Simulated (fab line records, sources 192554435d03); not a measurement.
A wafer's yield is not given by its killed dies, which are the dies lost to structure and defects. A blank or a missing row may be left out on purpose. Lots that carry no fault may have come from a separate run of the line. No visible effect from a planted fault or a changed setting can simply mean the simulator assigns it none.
Chamber matching -- flow n5Finfet -- 4 sister chambers for N5_BEOL_M8_ETCH_62 on rieDiel-02
The step etches SOC in N2/H2, target depth 110 nm, overetch 22 nm, time 165 s. 4 wafers are shown with their chamber, then 9 later ones without.

== WAFERS WITH THEIR CHAMBER ==
wafer,chamber,drypumpMotorCurrentA (A)
L080.5,2,6.3
L082.3,1,5.5
L082.4,3,6.0
L082.5,0,5.0

== WAFERS WHOSE CHAMBER IS MISSING ==
wafer,drypumpMotorCurrentA (A)
L087.1,6.0
L087.5,5.5
L087.6,5.1
L088.1,6.0
L088.3,5.5
L088.4,5.1
L093.3,6.0
L093.4,5.5
L093.6,6.2

== WHICH CHAMBER EACH WENT THROUGH ==
wafer,from the rows above,in truth
L087.1,3,3
L087.5,1,1
L087.6,0,0
L088.1,3,3
L088.3,1,1
L088.4,0,0
L093.3,3,3
L093.4,1,1
L093.6,can't be placed: 2 or 3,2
8 of 9 placed correctly. From these rows, 1 cannot be placed; in 1 the true chamber is one of the candidates. Wrongly placed: 0.
How it was worked out, from the rows above alone: a wafer's distance from a chamber is the root of the sum, over the readings, of the square of ((its reading less the chamber's mean) divided by the reading's scatter). The wafer belongs to the nearest chamber; if the next one is less than 2 further off, it can't be placed. The mean given for a chamber averages the wafers shown for that chamber. The scatter (one wafer shown for each chamber): square how far every hidden wafer sits from the nearest shown wafer, average those squares and take the square root.
